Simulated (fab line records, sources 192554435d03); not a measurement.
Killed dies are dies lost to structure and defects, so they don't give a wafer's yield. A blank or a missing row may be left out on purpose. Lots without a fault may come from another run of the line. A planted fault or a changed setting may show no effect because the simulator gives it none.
A struck lot beside a sound one | flow n5_finfet | 14 steps out of a route of 1938
Sound: wafers L798.1, L798.3, L798.6. Struck: wafers L801.1, L801.2, L801.3. The cause comes at the end.
At each step with rows: each side's tool, then ch and its chambers, then its first start. Under that, the readings that differ: sound wafers | struck wafers | difference of the means | sigmas: that difference in standard deviations of wafers without a fault.
alike: readings whose means differ by less than 2 such deviations, and words and numbers that are the same on both sides. not compared: withheld readings, readings that some wafer has no value for, bounds like >300 that may hide the same value, and numbers for which the record gives no deviation and whose values overlap.
The two part at a step that has a row with sigmas, a row that says differs or no value, or rows on one side only. Numbers that don't overlap but have no deviation are shown without sigmas and don't part them. A reading that every wafer of one side lacks parts them only if that side has two wafers or more.

first, 2 steps without rows for these wafers: N5_BEOL_M8_PRECLEAN_42 (cleans in residue remover, time 60 s); N5_BEOL_M8_SRD_43 (time 30 s).
N5_BEOL_M8_CD_MEAS_35: target cd 40 nm.
  sound on cd_sem-01, day 11 05:10; struck on cd_sem-01, day 12 07:11
  alike: cd_nm
N5_BEOL_M8_CURE_75: cures SiCOH lowk, time 120 s.
  sound on uv_cure-01 ch 2, day 11 05:13; struck on uv_cure-03 ch 0, day 12 07:13
  alike: lamp_power_pct, wafer_temp_C_max
N5_BEOL_M8_DEGAS_44: time 60 s.
  sound on pvd_sputter-01, day 11 06:19; struck on pvd_sputter-03, day 12 09:13
  alike: heater_power_w
N5_BEOL_M8_PRE_CLEAN_45: time 30 s.
  sound on pvd_sputter-01, day 11 06:22; struck on pvd_sputter-03, day 12 09:15
  alike: heater_power_w
then, 3 steps without rows for these wafers: N5_BEOL_M8_ALD_77 (deposits TaN, target thk 2 nm, pulse time 2 s, purge time 3 s); N5_BEOL_M8_SURFACE_TREAT_79; N5_BEOL_M8_CVD_78 (deposits Co from CCTBA/H2, target thk 2 nm, time 142.3 s).
N5_BEOL_M8_SPUTTER_48: material Cu, target thk 10 nm, time 1.667 s.
  sound on pvd_sputter-03, day 11 07:05; struck on pvd_sputter-03, day 12 10:01
  alike: chamber_pressure_pa, throttle_valve_pct
then, 1 step without rows for these wafers: N5_BEOL_M8_ECD_50 (material Cu, target thk 300 nm).
N5_BEOL_M8_ANNEAL_51: time 90 s.
  sound on rtp_anneal-01 ch 0, day 11 08:28; struck on rtp_anneal-02 ch 0, day 12 10:22
  reading          | sound             | struck            | difference | sigmas
  wafer_temp_C_max | 227.0 227.4 227.4 | 225.7 225.9 225.7 | -1.5       | -2
N5_BEOL_M8_CMP_52: polishes, stops on SiCOH lowk, t overpolish 6.9 s, target thk 80 nm.
  sound on cmp-03 ch 2,3, day 11 08:46; struck on cmp-02 ch 0,1,3, day 12 11:02
  reading                      | sound          | struck         | difference | sigmas
  barrier_field_endpoint_s (s) | 27.7 28.3 28.4 | 15.8 16.5 16.1 | -12.0      | -14
  time_to_endpoint_s (s)       | 59 62 59       | 35 39 35       | -24        | -6
  alike: clearing_platen_down_force_psi, motor_current_A, overpolish_run_s
then, 1 step without rows for these wafers: N5_PASSIVATION_PROBE_49.

WHERE THEY PART
First at N5_BEOL_M8_ANNEAL_51; last, within this record, at N5_BEOL_M8_CMP_52.

WHY: what the simulator had put in
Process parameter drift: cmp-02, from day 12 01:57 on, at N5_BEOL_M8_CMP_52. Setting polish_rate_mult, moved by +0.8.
